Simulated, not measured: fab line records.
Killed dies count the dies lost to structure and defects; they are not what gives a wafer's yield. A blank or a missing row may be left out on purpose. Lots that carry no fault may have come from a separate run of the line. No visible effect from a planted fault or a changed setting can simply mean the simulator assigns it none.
fab line records	flow nand_harc
record: lots: 11	wafers: 33	last_day: 34
route steps=1302 shown P_GATE@187 P_CONTACT@229
lots that met no fault: from a run of the same line without faults
start_h: start of the lot's first displayed wafer, in hours after the record's first day	wait_h: hours from the lot's prior step to this one	" identical to the entry in the row above	L1.1+2: a single row standing in for several wafers	- no value present, or no start provided	* or withheld: withheld	< > ~ a bound
route shown NAME@n: a module of which the file shows steps, and the number in the route of the first	usual: mean and standard deviation over wafers with no fault	same: alike in all rows	chamber/n: place in a boat	sites: per-site readings	_std_site: standard deviation of those values	_edge_site: the outer-site mean with the inner-site mean subtracted	radius_mm: how far each site lies from the wafer's centre	mask NAME#n: copy n	behind: the tool/chamber that last shaped the wafer	hold: why the lot was held/for how many hours/how that ended	device: the n, p or np transistor that did not switch	end of line: the same wafers' tests at the end of the route	a step with no rows: only its recipe	killed: dies lost to structure and defects at the first sort, not the wafer's yield	map: the dies of a wafer, with x for killed, . for not killed, _ for no die there
set.NAME: the setting as run; set.NAME@STEP: as run at that earlier step	model.NAME: the simulator's own value behind a step, which no gauge read
a sample of lots followed through the steps of the route, with each step as a table and each wafer as a row
services: a tool's chamber out of use, with start hour (start_h, from the record's first day; less than 0 if before it), hours out, and reason
== steps ==
step: NHARC_P_GATE_DESCUM_61
recipe: time_s: 3	o2_flow_sccm: 200	ar_flow_sccm: 0	bias_power_w: 0	chemistry: O2
usual: chamber_pressure_mTorr: 60.00/0.054	drypump_motor_current_A: 5.6/0.36	oes_product_au: 1.002/0.011	rf_vpp_V: 57.9/0.79	showerhead_plenum_p_Torr: 1.96/0.086	throttle_valve_pct: 11.310/0.0086
lot.wafer	tool	chamber	start_h	wait_h	chamber_pressure_mTorr	drypump_motor_current_A	oes_product_au	rf_hours_counter_h	rf_vpp_V	showerhead_plenum_p_Torr	throttle_valve_pct
L911.2	rie_diel-06	2	118.92	-	60.03	5.4	0.996	6	57.9	2.01	11.321
L911.1	"	1	"	"	59.92	6.1	1.012	7	58.1	2.04	11.298
L911.6	"	3	"	"	59.90	5.6	0.993	-	58.4	2.05	11.302
L914.1	rie_diel-03	0	146.67	-	59.93	6.4	1.003	0	58.2	1.84	11.336
L914.2	"	2	"	"	60.04	5.4	0.980	0	57.4	1.87	11.322
L914.6	"	3	"	"	60.04	5.6	0.979	-	59.3	2.06	11.309
L915.2	rie_diel-11	1	161.93	-	60.00	5.9	1.002	7	58.9	2.03	11.299
L915.3	"	3	"	"	59.91	5.5	1.015	6	57.8	1.86	11.303
L915.5	"	3	"	"	60.03	5.5	1.015	-	57.5	1.86	11.305
L917.2	rie_diel-11	0	175.92	-	59.94	5.8	1.021	10	57.2	1.85	11.302
L917.1	"	1	"	"	60.02	5.9	1.016	9	58.6	2.03	11.326
L917.4	"	2	"	"	60.07	5.1	0.996	6	58.1	2.06	11.311
L918.3	rie_diel-11	2	192.85	-	59.87	5.1	0.996	7	57.9	2.06	11.308
L918.1	"	3	"	"	59.93	5.5	1.015	10	58.7	1.85	11.300
L918.5	"	1	"	"	59.94	5.9	1.002	-	59.2	2.03	11.316
L919.3	rie_diel-11	1	197.23	-	59.99	5.9	0.993	10	58.5	2.03	11.312
L919.1	"	2	"	"	60.08	5.1	0.990	7	58.3	2.06	11.318
L919.6	"	0	"	"	59.93	5.8	1.023	-	56.7	1.85	11.307
L921.1	rie_diel-03	0	221.99	-	60.01	6.4	0.997	3	57.4	1.84	11.313
L921.2	"	1	"	"	60.09	5.4	1.008	3	58.1	1.96	11.307
L921.5	"	0	"	"	60.03	6.4	1.001	-	57.3	1.84	11.312
L922.2	rie_diel-11	1	228.06	-	59.98	5.9	1.009	12	57.0	2.03	11.292
L922.3	"	2	"	"	60.00	5.1	0.999	9	58.0	2.06	11.304
L922.5	"	0	"	"	59.98	5.8	1.017	-	56.6	1.85	11.304
L928.3	rie_diel-06	0	298.64	-	59.95	5.0	1.014	8	57.5	1.98	11.307
L928.4	"	1	"	"	60.10	6.0	1.008	8	57.2	2.04	11.317
L928.1	"	2	"	"	60.00	5.4	0.999	9	57.7	2.01	11.303
L932.3	rie_diel-11	2	332.21	-	60.05	5.1	0.988	5	58.2	2.05	11.290
L932.4	"	3	"	"	60.00	5.5	1.011	5	57.1	1.85	11.316
L932.1	"	0	"	"	59.99	5.8	1.002	4	57.2	1.85	11.307
L933.4	rie_diel-11	3	343.58	-	60.05	5.5	1.012	5	58.2	1.85	11.310
L933.3	"	1	"	"	60.01	5.9	0.994	4	59.2	2.02	11.321
L933.6	"	0	"	"	59.97	5.8	0.997	-	58.3	1.85	11.310
step: NHARC_P_GATE_CD_MEAS_91
recipe: target_cd_nm: 2000	landing_energy_ev: 500
usual: cd_nm: 1999.8/1.8
lot.wafer	tool	chamber	start_h	wait_h	cd_nm
L911.1	cd_sem-03	0	120.49	-	1999.7
L911.2	"	0	"	"	1995.9
L911.6	"	0	"	"	2001.7
L914.1	cd_sem-02	0	148.08	-	1998.4
L914.2	"	0	"	"	2000.3
L914.6	"	0	"	"	2000.8
L915.2	cd_sem-03	0	163.49	-	1999.0
L915.3	"	0	"	"	2002.1
L915.5	"	0	"	"	2002.0
L917.1	cd_sem-03	0	177.48	-	2000.5
L917.2	"	0	"	"	1998.7
L917.4	"	0	"	"	1999.1
L918.1	cd_sem-01	0	194.40	-	1997.8
L918.3	"	0	"	"	1997.9
L918.5	"	0	"	"	2001.4
L919.1	cd_sem-01	0	198.63	-	1997.3
L919.3	"	0	"	"	1996.2
L919.6	"	0	"	"	1999.9
L921.1	cd_sem-02	0	223.56	-	2001.3
L921.2	"	0	"	"	2000.1
L921.5	"	0	"	"	2002.0
L922.2	cd_sem-01	0	229.46	-	2002.9
L922.3	"	0	"	"	1998.9
L922.5	"	0	"	"	2001.1
L928.1	cd_sem-01	0	300.06	-	1998.6
L928.3	"	0	"	"	2000.9
L928.4	"	0	"	"	2000.0
L932.1	cd_sem-03	0	333.66	-	1997.2
L932.3	"	0	"	"	1999.1
L932.4	"	0	"	"	1999.1
L933.3	cd_sem-03	0	345.00	-	1999.0
L933.4	"	0	"	"	2002.3
L933.6	"	0	"	"	1999.2
step: NHARC_P_CONTACT_EXPOSE_09
recipe: na: 1.35	target_cd_nm: 90	dose_mj: 81.26	mask_id: P_CA
lot.wafer	tool	chamber	start_h	wait_h	mask
L911.1+2+6	arfi_scanner-02	0	125.04	-	P_CA#0
L914.1+2+6	arfi_scanner-02	0	152.61	-	P_CA#0
L915.2+3+5	arfi_scanner-01	0	168.04	-	P_CA#0
L917.1+2+4	arfi_scanner-01	0	182.02	-	P_CA#0
L918.1+3+5	arfi_scanner-02	0	199.69	-	P_CA#0
L919.1+3+6	arfi_scanner-01	0	203.17	-	P_CA#0
L921.1+2+5	arfi_scanner-02	0	228.01	-	P_CA#0
L922.2+3+5	arfi_scanner-02	0	233.92	-	P_CA_R1#0
L928.1+3+4	arfi_scanner-01	0	304.80	-	P_CA#0
L932.1+3+4	arfi_scanner-02	0	338.21	-	P_CA#0
L933.3+4+6	arfi_scanner-03	0	349.66	-	P_CA#0
step: NHARC_P_CONTACT_CD_MEAS_12
recipe: target_cd_nm: 90	landing_energy_ev: 500
usual: cd_nm: 90.0/0.61
lot.wafer	tool	chamber	start_h	wait_h	cd_nm
L911.1	cd_sem-03	0	125.19	-	89.8
L911.2	"	0	"	"	90.0
L911.6	"	0	"	"	90.9
L914.1	cd_sem-02	0	152.75	-	89.8
L914.2	"	0	"	"	91.0
L914.6	"	0	"	"	90.7
L915.2	cd_sem-01	0	168.18	-	90.6
L915.3	"	0	"	"	89.8
L915.5	"	0	"	"	90.1
L917.1	cd_sem-03	0	182.16	-	88.8
L917.2	"	0	"	"	89.6
L917.4	"	0	"	"	89.5
L918.1	cd_sem-02	0	199.83	-	89.2
L918.3	"	0	"	"	90.4
L918.5	"	0	"	"	89.8
L919.1	cd_sem-02	0	203.31	-	89.6
L919.3	"	0	"	"	89.9
L919.6	"	0	"	"	89.8
L921.1	cd_sem-01	0	228.15	-	90.0
L921.2	"	0	"	"	89.2
L921.5	"	0	"	"	89.6
L922.2	cd_sem-03	0	234.05	-	97.0
L922.3	"	0	"	"	96.8
L922.5	"	0	"	"	97.2
L928.1	cd_sem-03	0	304.94	-	91.0
L928.3	"	0	"	"	90.0
L928.4	"	0	"	"	89.9
L932.1	cd_sem-03	0	338.34	-	90.4
L932.3	"	0	"	"	90.2
L932.4	"	0	"	"	90.1
L933.3	cd_sem-01	0	349.79	-	89.8
L933.4	"	0	"	"	90.5
L933.6	"	0	"	"	89.5
step: NHARC_P_CONTACT_ETCH_36
recipe: target_depth_a: 2600	over_etch_frac: 0.25	time_s: 406.25	ion_energy_ev: 200	n2_flow_sccm: 150	h2_flow_sccm: 150	ar_flow_sccm: 0	rf_w: 400	bias_w: 150	chemistry: N2/H2
usual: chamber_pressure_mTorr: 29.997/0.03	drypump_motor_current_A: 5.6/0.46	oes_product_au: 1.001/0.0074	rf_vpp_V: 432.1/2.2	showerhead_plenum_p_Torr: 2.10/0.072	throttle_valve_pct: 14.171/0.0095
lot.wafer	tool	chamber	start_h	wait_h	chamber_pressure_mTorr	drypump_motor_current_A	oes_product_au	rf_hours_counter_h	rf_vpp_V	showerhead_plenum_p_Torr	throttle_valve_pct
L911.1	rie_diel-12	2	-	-	30.006	6.3	0.993	0.7	429.8	1.96	14.162
L911.2	"	3	"	"	29.961	5.0	1.001	0.5	432.6	2.11	14.152
L911.6	"	1	"	"	29.989	5.3	0.991	-	432.0	2.08	14.178
L914.1	rie_diel-07	0	-	-	29.934	5.5	1.007	1.8	431.9	2.13	14.178
L914.2	"	1	"	"	29.992	5.2	0.992	1.5	435.5	2.19	14.180
L914.6	"	1	"	"	29.974	5.2	0.999	-	434.5	2.19	14.175
L915.2	rie_diel-07	1	-	-	29.976	5.2	1.000	2.1	435.6	2.19	14.190
L915.3	"	2	"	"	29.988	6.4	1.002	1.9	428.1	1.97	14.176
L915.5	"	0	"	"	29.965	5.5	1.002	-	433.7	2.13	14.176
L917.4	rie_diel-07	0	-	-	30.009	5.5	1.003	3.4	434.6	2.13	14.163
L917.2	"	1	"	"	30.005	5.2	0.998	3.4	434.3	2.19	14.189
L917.1	"	3	"	"	29.999	6.0	1.016	3.7	430.7	2.07	14.159
L918.3	rie_diel-12	3	-	-	29.986	5.0	1.002	2.5	432.4	2.11	14.164
L918.1	"	2	"	"	30.038	6.4	1.006	2.8	426.7	1.96	14.185
L918.5	"	3	"	"	30.024	5.0	0.997	-	432.4	2.11	14.177
L919.3	rie_diel-02	2	-	-	30.027	6.0	1.008	4.0	433.8	2.15	14.175
L919.1	"	1	"	"	30.020	5.8	1.010	3.8	432.4	2.12	14.161
L919.6	"	2	"	"	30.010	6.0	0.995	-	431.9	2.15	14.180
L921.2	rie_diel-02	0	-	-	30.033	5.6	0.995	0.1	431.3	2.04	14.170
L921.1	"	1	"	"	30.015	5.8	1.004	0.1	432.5	2.12	14.195
L921.5	"	1	"	"	29.963	5.8	1.003	-	433.0	2.12	14.177
L922.3	rie_diel-12	1	-	-	30.026	5.3	0.996	4.3	431.4	2.07	14.173
L922.2	"	0	"	"	30.040	5.1	0.997	3.5	433.9	2.17	14.164
L922.5	"	1	"	"	30.045	5.3	0.991	-	431.8	2.07	14.193
L928.1	rie_diel-12	0	-	-	29.990	5.1	0.996	0.1	433.8	2.17	14.169
L928.4	"	1	"	"	30.041	5.3	1.010	1.1	430.9	2.07	14.136
L928.3	"	2	"	"	29.978	6.4	1.010	1.1	429.0	1.96	14.167
L932.3	rie_diel-07	1	-	-	29.988	5.2	0.998	1.8	433.8	2.18	14.166
L932.4	"	3	"	"	29.983	6.1	0.997	2.3	430.8	2.07	14.163
L932.1	"	0	"	"	30.062	5.5	1.008	2.1	432.8	2.13	14.166
L933.3	rie_diel-12	0	-	-	30.028	5.1	0.991	1.2	434.1	2.17	14.163
L933.4	"	1	"	"	30.031	5.3	1.003	-	432.7	2.07	14.178
L933.6	"	2	"	"	29.982	6.4	1.003	-	428.7	1.96	14.190
step: NHARC_P_CONTACT_CD_MEAS_19
usual: cd_nm: 89.4/1.5
lot.wafer	tool	chamber	start_h	wait_h	cd_nm
L911.1	cd_sem-03	-	126.25	-	88.9
L911.2	"	-	"	"	87.4
L911.6	"	-	"	"	88.9
L914.1	cd_sem-02	-	153.96	-	90.2
L914.2	"	-	"	"	87.2
L914.6	"	-	"	"	87.7
L915.2	cd_sem-01	-	169.24	-	88.5
L915.3	"	-	"	"	91.3
L915.5	"	-	"	"	90.3
L917.1	cd_sem-01	-	183.21	-	86.8
L917.2	"	-	"	"	87.1
L917.4	"	-	"	"	89.4
L918.1	cd_sem-01	-	201.09	-	88.6
L918.3	"	-	"	"	88.6
L918.5	"	-	"	"	87.9
L919.1	cd_sem-03	-	204.37	-	87.8
L919.3	"	-	"	"	91.3
L919.6	"	-	"	"	90.0
L921.1	cd_sem-01	-	229.21	-	90.3
L921.2	"	-	"	"	89.7
L921.5	"	-	"	"	88.3
L922.2	cd_sem-01	-	235.12	-	95.4
L922.3	"	-	"	"	94.6
L922.5	"	-	"	"	93.3
L928.1	cd_sem-03	-	306.00	-	90.3
L928.3	"	-	"	"	91.6
L928.4	"	-	"	"	86.3
L932.1	cd_sem-01	-	339.40	-	90.7
L932.3	"	-	"	"	89.9
L932.4	"	-	"	"	92.3
L933.3	cd_sem-03	-	351.40	-	87.0
L933.4	"	-	"	"	87.7
L933.6	"	-	"	"	91.0
== services ==
tool	chamber	start_h	hours	kind
rie_diel-12	3	96.54	12.0	repair
rie_diel-03	-	104.31	9.0	pm
arfi_scanner-02	-	105.16	11.7	repair
rie_diel-07	-	117.20	9.0	pm
arfi_scanner-02	-	140.00	4.0	pm
rie_diel-11	2	147.25	22.2	repair
arfi_scanner-01	-	148.77	0.9	repair
rie_diel-07	2	152.82	14.4	repair
rie_diel-12	0	189.20	18.0	repair
rie_diel-11	-	212.22	1.4	repair
rie_diel-07	0	212.98	8.6	repair
rie_diel-12	-	218.20	0.8	repair
rie_diel-11	0	242.51	3.7	repair
arfi_scanner-01	-	252.00	4.0	pm
rie_diel-11	-	255.50	9.0	pm
rie_diel-12	0	267.04	37.2	repair
rie_diel-12	-	268.44	9.0	pm
arfi_scanner-02	-	276.57	0.9	repair
rie_diel-07	-	294.20	9.0	pm
rie_diel-07	0	306.84	2.5	repair
arfi_scanner-02	-	312.00	4.0	pm
rie_diel-12	1	312.92	2.7	repair
arfi_scanner-02	-	316.14	5.3	repair
rie_diel-12	3	348.33	5.5	repair
== key ==
first_sign: step: NHARC_P_CONTACT_EXPOSE_09	reading: mask	direction: changed
effect: step: NHARC_P_CONTACT_CD_MEAS_12	reading: cd_nm	direction: up	sigmas: 11	usual: 90.0	struck: 97.0
effect: step: NHARC_P_CONTACT_CD_MEAS_19	reading: cd_nm	direction: up	sigmas: 3.3	usual: 89.4	struck: 94.5
met_at NHARC_P_CONTACT_EXPOSE_09
struck_lots L922
tester_left_out L922
not_acting_at NHARC_P_GATE_DESCUM_61,NHARC_P_GATE_CD_MEAS_91,NHARC_P_CONTACT_ETCH_36
onset_between 228.01 233.92
fault: kind: wrong_mask	tool: any	chamber: -	onset_h: 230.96	steps: NHARC_P_CONTACT_EXPOSE_09	aux_copy: P_CA_R1#0	cd_offset_nm: 6.7123	scope: struck_lots_only
tester_left_out: of these lots the tester's yield and bins aren't shown, on N5 and GAA mostly nor the transistor test; their killed dies are dies lost to structure and defects alone, not to doping, threshold or leakage, so they don't give the yield
